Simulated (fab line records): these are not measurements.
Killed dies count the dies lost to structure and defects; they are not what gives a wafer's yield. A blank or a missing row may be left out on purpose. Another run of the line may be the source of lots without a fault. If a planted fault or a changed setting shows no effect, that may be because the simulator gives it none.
8D (eight disciplines) problem report, filled in by code -- flow nand-harc -- the parts of the form that need people (team, actions taken, sign-off) are left out

1. WHAT IS WRONG
A mean of 669 is read at NHARC_END_SORT_01 for killed-at-array, taken on 1 wafer of 1 lot, against 64 (standard deviation 16) on wafers free of any fault. Measured from the usual mean, that is +38 standard deviations.
First seen on wafer L206.5, day 30 14:11, on prober-02. The record holds 3 wafers of 1 lot with a number at this step. Rule for "out" (also "out of limits"): further than 4 standard deviations from the usual mean. The rest of the wafers with a number are treated as sound.

2. WHAT THIS IS AND IS NOT
question,is,is not
which readings at this step,"killed-at-array, killed-dies","killed-at-other, killed-at-periphery, killed-open, killed-short"
which lots,L206,-
which wafers of those lots,L206.5,"L206.3, L206.6"
read on which gauges,prober-02,-
when,from day 30 14:11,up to then (1 sound wafer); but 1 sound wafer of L206 came after

3. SUSPECTS, AND WHAT RULES EACH OUT
Counting: if a tool at a process step up to the reading ran every lot that is out, it stays a suspect. Sound lots after the first of them don't rule it out here, since some wafers of a struck lot are sound.
- ruled out: the gauge at NHARC_END_SORT_01. All the wafers that are out were read on prober-02, but those of them that NHARC_A_STAIRCASE_ETCH_230 has rows for are out there too, on other tools.
- plasma-asher-01 at NHARC_A_STAIRCASE_STRIP_205 (strips in O2): kept. It ran the lot that is out, L206 (day 21 17:38).
- rie-diel-11 at NHARC_A_STAIRCASE_TRIM_226 (chemistry O2, time 211.2 s): kept. It ran the lot that is out, L206 (day 21 20:14). NHARC_A_STAIRCASE_TRIM_226 gives no start for some lots, so the hours and the order of its lots are those of NHARC_A_STAIRCASE_ETCH_230.
- rie-diel-11 at NHARC_A_STAIRCASE_ETCH_230 (etches the open film in C4F8/O2, target depth 100 nm, time 40.5 s): kept. It ran the lot that is out, L206 (day 21 20:14). Out on those wafers are its own readings of run-length-s.
- rie-diel-11 at NHARC_A_STAIRCASE_ETCH_236 (etches the open film in C4F8/O2, target depth 100 nm, time 40.5 s): kept. It ran the lot that is out, L206 (day 30 12:36). NHARC_A_STAIRCASE_ETCH_236 gives no start for some lots, so the hours and the order of its lots are those of NHARC_END_SORT_01.
- Within plasma-asher-01 at NHARC_A_STAIRCASE_STRIP_205: the wafers that are out ran in chamber 0; their sound lot-mates ran in chamber 1.
- At NHARC_A_STAIRCASE_ETCH_230, inside rie-diel-11: chamber 1 took the wafers that are out, while their sound lot-mates went through chambers 2, 3.
- At NHARC_A_STAIRCASE_ETCH_236, inside rie-diel-11: chamber 1 took the wafers that are out, while their sound lot-mates went through chambers 2, 3.
Left after counting: plasma-asher-01 at NHARC_A_STAIRCASE_STRIP_205, rie-diel-11 at NHARC_A_STAIRCASE_TRIM_226, rie-diel-11 at NHARC_A_STAIRCASE_ETCH_230, rie-diel-11 at NHARC_A_STAIRCASE_ETCH_236.

4. THE CAUSE (what the simulator had put in)
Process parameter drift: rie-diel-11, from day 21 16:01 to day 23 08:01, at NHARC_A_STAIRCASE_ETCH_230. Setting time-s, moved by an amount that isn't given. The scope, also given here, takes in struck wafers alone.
After counting, 4 suspects remain, this tool included.

5. SEQUENCE OF EFFECTS, ordered by route
One row per reading whose mean, taken over the struck wafers that have a number, lies over 3 standard deviations from the usual. Only readings for which the record gives a usual standard deviation are gone through. hours: the time from each lot's start at the first step in this table that gives one to its start at this step, as a median over the lots. sigmas: the change in usual standard deviations.
hours,step,reading,usual,on struck wafers,change,sigmas
0,NHARC_A_STAIRCASE_ETCH_230,run-length-s,61.8 s,48.7,-13.1,-36
210,NHARC_END_SORT_01,killed-at-array,64,669,+605,+38
210,NHARC_END_SORT_01,killed-dies,69,677,+608,+36
It contains these process steps:
- NHARC_A_STAIRCASE_ETCH_230: etches the open film in C4F8/O2, target depth 100 nm, time 40.5 s.

6. WHAT WOULD HAVE CAUGHT IT SOONER
214 hours passed between the start of the fault at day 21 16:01 and the first reading out of limits at a measuring or inspecting step in this record, taken at day 30 14:11.
At NHARC_A_STAIRCASE_ETCH_230, the tool's own readings (run-length-s) were out on each struck wafer the step has a row for, so an alarm limit on them would have fired on the first such wafer.
Each of the lots that are out, 1 in all, had begun NHARC_A_STAIRCASE_ETCH_230 on rie-diel-11 no later than day 30 14:11. Had the tool been put on hold then, not one of them would have been saved.
